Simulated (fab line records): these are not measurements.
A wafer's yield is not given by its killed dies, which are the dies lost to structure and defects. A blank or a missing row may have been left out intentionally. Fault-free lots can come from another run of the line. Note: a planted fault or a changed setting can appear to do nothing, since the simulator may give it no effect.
Split-lot experiment    flow n5 finfet    on a route of 1938 steps: 7 lots, 21 wafers read

## ABOUT THE SPLIT
At N5_BEOL_M7_HM_DEP_02 (deposits TiN, target thk 20 nm), the setting target thk a was moved away from the recipe's 200 angstrom on 7 of the 21 wafers read, by -10.8% to +13.0%. This setting was run at the recipe's value on the other wafers.

The reading is taken at the split's own step.

## THE READING
TiN_of_BEOL_M7_HM_DEP_02.thk nm (the simulator's own value, which no gauge read), in nm, at N5_BEOL_M7_HM_DEP_02 (deposits TiN, target thk 20 nm). There is no usual value for it anywhere in the file. The 14 wafers here that ran the recipe average 20.1 nm, standard deviation 0.2 nm.

wafer   tool, chamber at the split  target thk a as run, angstrom  against the recipe  TiN_of_BEOL_M7_HM_DEP_02.thk nm, nm  against lot-mates on the recipe
L078.2  pvd sputter-01, -           200                            recipe              20.4                                 -
L078.3  pvd sputter-01, -           216.2                          +8.1%               22.2                                 +1.9
L078.4  pvd sputter-01, -           200                            recipe              20.2                                 -
L083.4  pvd sputter-03, -           200                            recipe              20                                   -
L083.5  pvd sputter-03, -           200                            recipe              20                                   -
L083.6  pvd sputter-03, -           200                            recipe              20                                   -
L085.2  pvd sputter-03, -           219                            +9.5%               22                                   +1.8
L085.3  pvd sputter-03, -           200                            recipe              20.2                                 -
L085.5  pvd sputter-03, -           219                            +9.5%               22.2                                 +2.0
L089.4  pvd sputter-02, -           178.4                          -10.8%              17.6                                 -2.2
L089.5  pvd sputter-02, -           200                            recipe              19.8                                 -
L089.6  pvd sputter-02, -           178.4                          -10.8%              17.4                                 -2.4
L088.1  pvd sputter-03, -           200                            recipe              19.8                                 -
L088.2  pvd sputter-03, -           200                            recipe              20                                   -
L088.3  pvd sputter-03, -           226                            +13.0%              22.8                                 +2.9
L092.2  pvd sputter-01, -           200                            recipe              20                                   -
L092.3  pvd sputter-01, -           200                            recipe              20.4                                 -
L092.6  pvd sputter-01, -           200                            recipe              20.2                                 -
L095.2  pvd sputter-01, -           224                            +12.0%              22.8                                 +2.5
L095.3  pvd sputter-01, -           200                            recipe              20.4                                 -
L095.5  pvd sputter-01, -           200                            recipe              20.2                                 -

FIT RESULTS
A straight line over all 21 wafers: TiN_of_BEOL_M7_HM_DEP_02.thk nm changes by +0.226 nm for each +1% of target thk a; r = +0.99; the points scatter about the line by 0.2 nm.
The same after taking each lot's own level away (the mean of its wafers on the recipe; 21 wafers): +0.213 nm for each +1%; r = +1.00; scatter 0.12 nm.
On that fit, the largest move of target thk a shifts the reading by 2.8 nm.
The lots' own levels span 19.80 to 20.30 nm, that is 2.6 times the standard deviation above.
The two slopes are in agreement: the lot-to-lot level therefore moves the slope only a little.
Check: +2.73 nm against its lot-mates is what the line predicts for one of the wafers moved furthest among these (+13.0%) when that wafer is left out of the fit. It came out at +2.9 nm against them.

## OTHER SPLITS ON THESE WAFERS
Before the reading, these wafers also passed through other splits. Each is held against what the fit with the lots' levels taken away leaves over:
other split on the same wafers  wafers away from the commonest value  r with TiN_of_BEOL_M7_HM_DEP_02.thk nm (lot level and that fit taken away)
N5_BEOL_M3_COAT_68 spin rpm     5                                     -0.22
N5_BEOL_M4_ETCH_64 bias w       6                                     +0.02
N5_BEOL_M4_COAT_67 spin rpm     7                                     +0.02
N5_BEOL_M5_ETCH_72 bias w       9                                     -0.01
N5_BEOL_M5_COAT_22 spin rpm     8                                     -0.02
N5_BEOL_M6_ILD_DEP_00 time s    7                                     +0.05

## FILE'S OWN FIT
TiN_of_BEOL_M7_HM_DEP_02.thk nm changes by +0.215 nm for each +1% of target thk a, r = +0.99.
